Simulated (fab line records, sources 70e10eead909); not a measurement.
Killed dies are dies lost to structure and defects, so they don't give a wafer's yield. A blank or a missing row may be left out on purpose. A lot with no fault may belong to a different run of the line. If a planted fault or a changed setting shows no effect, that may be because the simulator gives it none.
Chamber matching    flow nand-harc    NHARC_P_GATE_DEP_103 on pecvd-03: 3 sister chambers
The step deposits SiON, target thk 30 nm. 6 wafers are shown with their chamber, then 8 later ones without.

## WAFERS PAIRED WITH THEIR CHAMBERS
wafer   chamber  heater-power-w (W)
L802.3  1        765
L807.2  2        716
L811.3  1        800
L811.5  0        786
L811.6  2        764
L815.1  0        807

## WAFERS WITH NO CHAMBER GIVEN
wafer   heater-power-w (W)
L815.3  700
L815.4  837
L816.1  683
L816.2  722
L816.6  706
L822.3  783
L822.4  775
L822.6  751

## THE CHAMBER EACH PASSED THROUGH
wafer   from the rows above           in truth
L815.3  can't be placed: 2 or 1       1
L815.4  can't be placed: 0 or 1       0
L816.1  can't be placed: 2 or 1       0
L816.2  can't be placed: 2 or 1       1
L816.6  can't be placed: 2 or 1       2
L822.3  can't be placed: 1 or 0 or 2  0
L822.4  can't be placed: 1 or 0 or 2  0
L822.6  can't be placed: 2 or 1 or 0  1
0 of 8 placed correctly. From these rows, 8 cannot be placed; in 7 the true chamber is one of the candidates. Placed wrongly: 0.
How it was worked out, from the rows above alone: a wafer's distance from a chamber is the root of the sum, over the readings, of the square of ((its reading less the chamber's mean) divided by the reading's scatter). If the next closest chamber is less than 2 further off than the closest, the wafer can't be placed; otherwise it belongs to the closest. A chamber's mean is the mean of its shown wafers. How the scatter is found: for the shown wafers, subtract from each reading the mean of its chamber, square and add these, divide the total by (wafers less chambers), then take the root.
